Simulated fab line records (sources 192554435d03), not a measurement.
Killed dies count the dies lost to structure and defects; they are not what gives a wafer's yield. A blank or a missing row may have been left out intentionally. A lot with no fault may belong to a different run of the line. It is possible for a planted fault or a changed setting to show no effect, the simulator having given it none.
Matching of chambers + flow n5-finfet + N5_BEOL_M2_ETCH_77 on rie-diel-06: 4 sister chambers
The step etches underlayer in N2/H2, target depth 6.5 nm, time 5.2 s. 14 wafers are shown with their chamber, then 7 later ones without.

## EACH WAFER AND ITS CHAMBER
| wafer  | chamber | drypump-motor-current-A (A) | throttle-valve-pct (%) | showerhead-plenum-p-Torr (Torr) |
|--------|---------|-----------------------------|------------------------|---------------------------------|
| L074.2 | 2       | 6.26                        | 18.10                  | 2.40                            |
| L074.3 | 3       | 5.24                        | 17.62                  | 2.43                            |
| L074.5 | 0       | 5.83                        | 18.03                  | 2.66                            |
| L076.1 | 2       | 6.28                        | 18.12                  | 2.40                            |
| L076.2 | 0       | 5.81                        | 18.00                  | 2.66                            |
| L076.5 | 2       | 6.27                        | 18.13                  | 2.40                            |
| L080.2 | 0       | 5.81                        | 18.02                  | 2.65                            |
| L080.3 | 3       | 5.23                        | 17.63                  | 2.43                            |
| L080.6 | 1       | 5.44                        | 18.22                  | 2.53                            |
| L085.1 | 0       | 5.81                        | 18.06                  | 2.65                            |
| L085.2 | 2       | 6.28                        | 17.59                  | 2.72                            |
| L085.3 | 3       | 5.20                        | 17.65                  | 2.42                            |
| L090.3 | 2       | 6.27                        | 17.62                  | 2.72                            |
| L090.4 | 1       | 5.41                        | 18.26                  | 2.52                            |

SIGNATURES (means of the wafers above)
| reading                  | chamber 0 | chamber 1 | chamber 2 | chamber 3 | scatter within a chamber |
|--------------------------|-----------|-----------|-----------|-----------|--------------------------|
| drypump-motor-current-A  | 5.8150    | 5.4250    | 6.2720    | 5.2233    | 0.0138                   |
| throttle-valve-pct       | 18.0275   | 18.2400   | 17.9120   | 17.6333   | 0.178                    |
| showerhead-plenum-p-Torr | 2.6550    | 2.5250    | 2.5280    | 2.4267    | 0.111                    |
Rule: a wafer lies at a distance from a chamber equal to the root of the sum of squares, over the readings, of (its reading less the chamber's mean, divided by the reading's scatter). The wafer belongs to the nearest chamber; if the next one is less than 2 further off, it can't be placed. The scatter: the root of (the sum of the squares of (reading less its chamber's mean) over the shown wafers, divided by (wafers less chambers)).

## WAFERS WITH NO CHAMBER GIVEN
| wafer  | drypump-motor-current-A (A) | throttle-valve-pct (%) | showerhead-plenum-p-Torr (Torr) |
|--------|-----------------------------|------------------------|---------------------------------|
| L090.5 | 5.80                        | 18.06                  | 2.64                            |
| L094.1 | 5.44                        | 18.30                  | 2.52                            |
| L094.2 | 5.27                        | 17.69                  | 2.42                            |
| L094.4 | 6.27                        | 17.62                  | 2.71                            |
| L097.1 | 5.27                        | 17.71                  | 2.41                            |
| L097.4 | 5.45                        | 18.30                  | 2.51                            |
| L097.6 | 5.79                        | 18.10                  | 2.64                            |

## THE CHAMBER EACH PASSED THROUGH
| wafer  | from the rows above | in truth |
|--------|---------------------|----------|
| L090.5 | 0                   | 0        |
| L094.1 | 1                   | 1        |
| L094.2 | 3                   | 3        |
| L094.4 | 2                   | 2        |
| L097.1 | 3                   | 3        |
| L097.4 | 1                   | 1        |
| L097.6 | 0                   | 0        |
Correct placement for 7 of the 7. Not placeable from these rows: 0. Placed wrongly: 0.
